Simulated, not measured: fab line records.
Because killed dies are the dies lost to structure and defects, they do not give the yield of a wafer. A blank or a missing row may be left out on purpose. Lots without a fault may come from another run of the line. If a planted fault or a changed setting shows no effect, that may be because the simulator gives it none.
Chamber matching    flow nand_harc    3 sister chambers for NHARC_P_GATE_DEP_103 on pecvd-01
The step deposits SiON, target thk 30 nm. 22 wafers are shown with their chamber, then 11 later ones without.

== WAFERS PAIRED WITH THEIR CHAMBERS ==
wafer   chamber  heater_power_w (W)
L074.1  0        714
L074.4  2        528
L074.6  0        708
L075.1  0        684
L075.2  2        523
L075.3  1        704
L075.4  2        530
L075.5  1        694
L075.6  0        703
L079.1  1        719
L079.5  2        470
L079.6  1        737
L081.2  2        579
L081.3  1        832
L081.6  2        567
L080.3  2        544
L080.4  2        553
L080.6  0        801
L082.1  1        840
L082.2  0        722
L082.6  1        855
L085.2  0        798

SIGNATURES (means of the wafers above)
reading         chamber 0  chamber 1  chamber 2  scatter within a chamber
heater_power_w  732.86     768.71     536.75     51.7
Rule: for a wafer and a chamber, the distance is found by dividing, reading by reading, the gap between the wafer's reading and the chamber's mean by the reading's scatter, squaring, summing and taking the root. If the next closest chamber is less than 2 further off than the closest, the wafer can't be placed; otherwise it belongs to the closest. The scatter is the square root of a quotient: the sum, over the shown wafers, of each reading's squared deviation from its chamber's mean, divided by wafers minus chambers.

== WAFERS WITHOUT THEIR CHAMBER ==
wafer   heater_power_w (W)
L085.4  559
L085.6  787
L088.1  749
L088.3  800
L088.4  834
L089.1  707
L089.3  543
L089.4  711
L093.1  705
L093.4  487
L093.6  711

== WHICH CHAMBER EACH ONE RAN IN ==
wafer   from the rows above      in truth
L085.4  2                        2
L085.6  can't be placed: 1 or 0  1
L088.1  can't be placed: 0 or 1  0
L088.3  can't be placed: 1 or 0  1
L088.4  can't be placed: 1 or 0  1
L089.1  can't be placed: 0 or 1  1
L089.3  2                        2
L089.4  can't be placed: 0 or 1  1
L093.1  can't be placed: 0 or 1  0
L093.4  2                        2
L093.6  can't be placed: 0 or 1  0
Correct placement for 3 of the 11. Not placeable from these rows: 8 (in 8, the candidates include the true chamber). Placed wrongly: 0.
